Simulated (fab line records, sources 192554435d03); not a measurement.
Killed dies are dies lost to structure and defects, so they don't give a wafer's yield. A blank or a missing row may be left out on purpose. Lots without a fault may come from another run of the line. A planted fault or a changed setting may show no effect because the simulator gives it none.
Chamber matching | flow n5_finfet | N5_BEOL_M8_DESCUM_33 on rie_diel-01: 4 sister chambers
The step chemistry O2, time 7 s. 22 wafers are shown with their chamber, then 11 later ones without.

WAFERS WITH THEIR CHAMBER
wafer  | chamber | drypump_motor_current_A (A) | showerhead_plenum_p_Torr (Torr) | oes_product_au (a.u.)
L077.2 | 1       | 6.6                         | 2.13                            | 0.86
L077.4 | 3       | 5.1                         | 1.99                            | 0.70
L077.5 | 2       | 6.6                         | 2.08                            | 0.70
L078.3 | 0       | 5.4                         | 2.12                            | 0.87
L078.4 | 2       | 6.6                         | 2.08                            | 0.70
L078.5 | 1       | 6.6                         | 2.13                            | 0.85
L083.2 | 1       | 6.6                         | 2.13                            | 0.84
L083.3 | 0       | 5.5                         | 2.11                            | 0.85
L083.6 | 1       | 6.6                         | 2.13                            | 0.84
L085.1 | 1       | 6.6                         | 2.12                            | 0.82
L085.4 | 3       | 5.1                         | 1.98                            | 0.70
L085.5 | 2       | 6.6                         | 2.08                            | 0.69
L084.2 | 3       | 5.1                         | 1.98                            | 0.70
L084.3 | 1       | 6.6                         | 2.13                            | 0.83
L084.6 | 1       | 6.6                         | 2.13                            | 0.82
L086.4 | 0       | 5.5                         | 2.11                            | 0.84
L086.5 | 2       | 6.6                         | 2.07                            | 0.69
L086.6 | 1       | 6.6                         | 2.12                            | 0.82
L089.1 | 0       | 5.5                         | 2.11                            | 0.84
L089.2 | 1       | 6.6                         | 2.12                            | 0.82
L089.4 | 1       | 6.6                         | 2.12                            | 0.82
L088.1 | 1       | 6.6                         | 2.12                            | 0.82

SIGNATURES (means of the wafers above)
reading                  | chamber 0 | chamber 1 | chamber 2 | chamber 3 | scatter within a chamber
drypump_motor_current_A  | 5.475     | 6.600     | 6.600     | 5.100     | 0.0204
showerhead_plenum_p_Torr | 2.1125    | 2.1255    | 2.0775    | 1.9833    | 0.00521
oes_product_au           | 0.8500    | 0.8309    | 0.6950    | 0.7000    | 0.0125
Rule: a wafer's distance from a chamber is the root of the sum, over the readings, of the square of ((its reading less the chamber's mean) divided by the reading's scatter). The wafer belongs to the nearest chamber; if the next one is less than 2 further off, it can't be placed. The scatter: the root of (the sum of the squares of (reading less its chamber's mean) over the shown wafers, divided by (wafers less chambers)).

WAFERS WITHOUT THEIR CHAMBER
wafer  | drypump_motor_current_A (A) | showerhead_plenum_p_Torr (Torr) | oes_product_au (a.u.)
L088.4 | 6.6                         | 2.12                            | 0.82
L088.6 | 6.6                         | 2.07                            | 0.68
L091.1 | 6.6                         | 2.12                            | 0.81
L091.3 | 5.1                         | 2.24                            | 1.00
L091.6 | 5.1                         | 2.24                            | 1.00
L092.3 | 5.1                         | 2.24                            | 0.98
L092.5 | 6.6                         | 2.07                            | 0.67
L092.6 | 6.6                         | 2.12                            | 0.81
L094.1 | 5.1                         | 2.24                            | 0.97
L094.5 | 6.6                         | 2.12                            | 0.81
L094.6 | 6.6                         | 2.07                            | 0.68

WHICH CHAMBER EACH WENT THROUGH
wafer  | from the rows above | in truth
L088.4 | 1                   | 1
L088.6 | 2                   | 2
L091.1 | 1                   | 1
L091.3 | 0                   | 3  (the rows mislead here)
L091.6 | 0                   | 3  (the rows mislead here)
L092.3 | 0                   | 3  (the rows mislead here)
L092.5 | 2                   | 2
L092.6 | 1                   | 1
L094.1 | 0                   | 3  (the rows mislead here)
L094.5 | 1                   | 1
L094.6 | 2                   | 2
Placed correctly: 7 of 11. Can't be placed from these rows: 0. Placed wrongly: 4.
